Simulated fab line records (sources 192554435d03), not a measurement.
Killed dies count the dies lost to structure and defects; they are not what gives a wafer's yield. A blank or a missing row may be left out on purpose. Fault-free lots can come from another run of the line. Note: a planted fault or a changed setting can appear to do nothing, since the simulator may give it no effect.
Check of tool commonality :: flow n5Finfet :: 24 wafers sampled across 8 lots

## WHY IT WAS OPENED
Of 8 lots, 3 have the reading M14_THK flagged at N5_BEOL_M14_THK_MEAS_50. Fault-free wafers read 530 nm, with a standard deviation of 9.5.
Rule: flag the lot when none of its wafers has a number, or when each of its wafers that has one lies beyond 4 standard deviations from that mean. As for the other lots, they are considered sound.

lot: L901
measured: day 12 22:37
on: filmMetro-02
M14_THK (nm), wafer by wafer: 523 536 546
flag: 

lot: L909
measured: day 15 00:28
on: filmMetro-02
M14_THK (nm), wafer by wafer: 1193 1185 1174
flag: FLAGGED

lot: L912
measured: day 15 15:16
on: filmMetro-01
M14_THK (nm), wafer by wafer: 1188 1191 1190
flag: FLAGGED

lot: L911
measured: day 15 16:44
on: filmMetro-01
M14_THK (nm), wafer by wafer: 1187 1202 1169
flag: FLAGGED

lot: L913
measured: day 15 19:17
on: filmMetro-01
M14_THK (nm), wafer by wafer: 513 527 539
flag: 

lot: L914
measured: day 16 07:18
on: filmMetro-01
M14_THK (nm), wafer by wafer: 508 537 534
flag: 

lot: L915
measured: day 16 07:45
on: filmMetro-01
M14_THK (nm), wafer by wafer: 527 534 527
flag: 

lot: L917
measured: day 16 23:34
on: filmMetro-01
M14_THK (nm), wafer by wafer: 530 532 528
flag: 
Average over the flagged lots: 1187 nm; offset from the usual +657 nm, equal to +69 standard deviations.

## WHICH TOOL EACH LOT WENT THROUGH
The record holds 3 process steps before the reading, out of a route of 1938 steps. In each cell: the tool, then ch and the chambers that the sampled wafers went through, then the start.
lot: L901
flag: 
N5_BEOL_M14_STRIP_37: rieDiel-06 ch 0,1,3, day 12 20:35
N5_BEOL_M14_PRE_CLEAN_42: pvdSputter-03, day 12 21:31
N5_BEOL_M14_CMP_49: cmp-03 ch 0,1,3, day 12 22:26

lot: L909
flag: FLAGGED
N5_BEOL_M14_STRIP_37: rieDiel-06 ch 1,3, day 14 22:11
N5_BEOL_M14_PRE_CLEAN_42: pvdSputter-01, day 14 22:50
N5_BEOL_M14_CMP_49: cmp-04 ch 1,2, day 15 00:10

lot: L912
flag: FLAGGED
N5_BEOL_M14_STRIP_37: rieDiel-02 ch 1,2,3, day 15 13:44
N5_BEOL_M14_PRE_CLEAN_42: pvdSputter-03, day 15 14:10
N5_BEOL_M14_CMP_49: cmp-03 ch 0,1,3, day 15 15:01

lot: L911
flag: FLAGGED
N5_BEOL_M14_STRIP_37: rieDiel-05 ch 0,1, day 15 15:06
N5_BEOL_M14_PRE_CLEAN_42: pvdSputter-02, day 15 15:38
N5_BEOL_M14_CMP_49: cmp-01 ch 0,2, day 15 16:26

lot: L913
flag: 
N5_BEOL_M14_STRIP_37: rieDiel-06 ch 1,2,3, day 15 16:00
N5_BEOL_M14_PRE_CLEAN_42: pvdSputter-02, day 15 18:12
N5_BEOL_M14_CMP_49: cmp-01 ch 0,2,3, day 15 19:02

lot: L914
flag: 
N5_BEOL_M14_STRIP_37: rieDiel-02 ch 0,1,3, day 16 05:20
N5_BEOL_M14_PRE_CLEAN_42: pvdSputter-02, day 16 06:02
N5_BEOL_M14_CMP_49: cmp-04 ch 0,1,3, day 16 07:02

lot: L915
flag: 
N5_BEOL_M14_STRIP_37: rieDiel-05 ch 0,3, day 16 05:47
N5_BEOL_M14_PRE_CLEAN_42: pvdSputter-01, day 16 06:23
N5_BEOL_M14_CMP_49: cmp-01 ch 0,1,2, day 16 07:29

lot: L917
flag: 
N5_BEOL_M14_STRIP_37: rieDiel-06 ch 0,3, day 16 21:57
N5_BEOL_M14_PRE_CLEAN_42: pvdSputter-03, day 16 22:28
N5_BEOL_M14_CMP_49: cmp-03 ch 0,1,3, day 16 23:16
What these steps do:
- N5_BEOL_M14_STRIP_37: strips in O2.
- N5_BEOL_M14_PRE_CLEAN_42: time 30 s.
- N5_BEOL_M14_CMP_49: polishes, stops on SiO2, t overpolish 5.2 s, target thk 560 nm.
- N5_BEOL_M14_THK_MEAS_50: measures by xrf.

## FLAGGED AGAINST TOTAL, ONE TOOL AT A TIME (gauges that did the reading follow at the end)
step: N5_BEOL_M14_STRIP_37
tool: rieDiel-02
lots run: 2
flagged: 1
share of the flagged lots: some
sound lots run after its first flagged lot: 1 (L914)

step: N5_BEOL_M14_STRIP_37
tool: rieDiel-05
lots run: 2
flagged: 1
share of the flagged lots: some
sound lots run after its first flagged lot: 1 (L915)

step: N5_BEOL_M14_STRIP_37
tool: rieDiel-06
lots run: 4
flagged: 1
share of the flagged lots: some
sound lots run after its first flagged lot: 2 (L913,L917)

step: N5_BEOL_M14_PRE_CLEAN_42
tool: pvdSputter-01
lots run: 2
flagged: 1
share of the flagged lots: some
sound lots run after its first flagged lot: 1 (L915)

step: N5_BEOL_M14_PRE_CLEAN_42
tool: pvdSputter-02
lots run: 3
flagged: 1
share of the flagged lots: some
sound lots run after its first flagged lot: 2 (L913,L914)

step: N5_BEOL_M14_PRE_CLEAN_42
tool: pvdSputter-03
lots run: 3
flagged: 1
share of the flagged lots: some
sound lots run after its first flagged lot: 1 (L917)

step: N5_BEOL_M14_CMP_49
tool: cmp-01
lots run: 3
flagged: 1
share of the flagged lots: some
sound lots run after its first flagged lot: 2 (L913,L915)

step: N5_BEOL_M14_CMP_49
tool: cmp-03
lots run: 3
flagged: 1
share of the flagged lots: some
sound lots run after its first flagged lot: 1 (L917)

step: N5_BEOL_M14_CMP_49
tool: cmp-04
lots run: 2
flagged: 1
share of the flagged lots: some
sound lots run after its first flagged lot: 1 (L914)

step: N5_BEOL_M14_THK_MEAS_50
tool: filmMetro-01
lots run: 6
flagged: 2
share of the flagged lots: some
sound lots run after its first flagged lot: 4 (L913,L914,L915,L917)

step: N5_BEOL_M14_THK_MEAS_50
tool: filmMetro-02
lots run: 2
flagged: 1
share of the flagged lots: some
sound lots run after its first flagged lot: 0

## WHAT THE TABLE PERMITS
No row of the table ran every flagged lot.

## WHAT THE SIMULATOR PUT IN
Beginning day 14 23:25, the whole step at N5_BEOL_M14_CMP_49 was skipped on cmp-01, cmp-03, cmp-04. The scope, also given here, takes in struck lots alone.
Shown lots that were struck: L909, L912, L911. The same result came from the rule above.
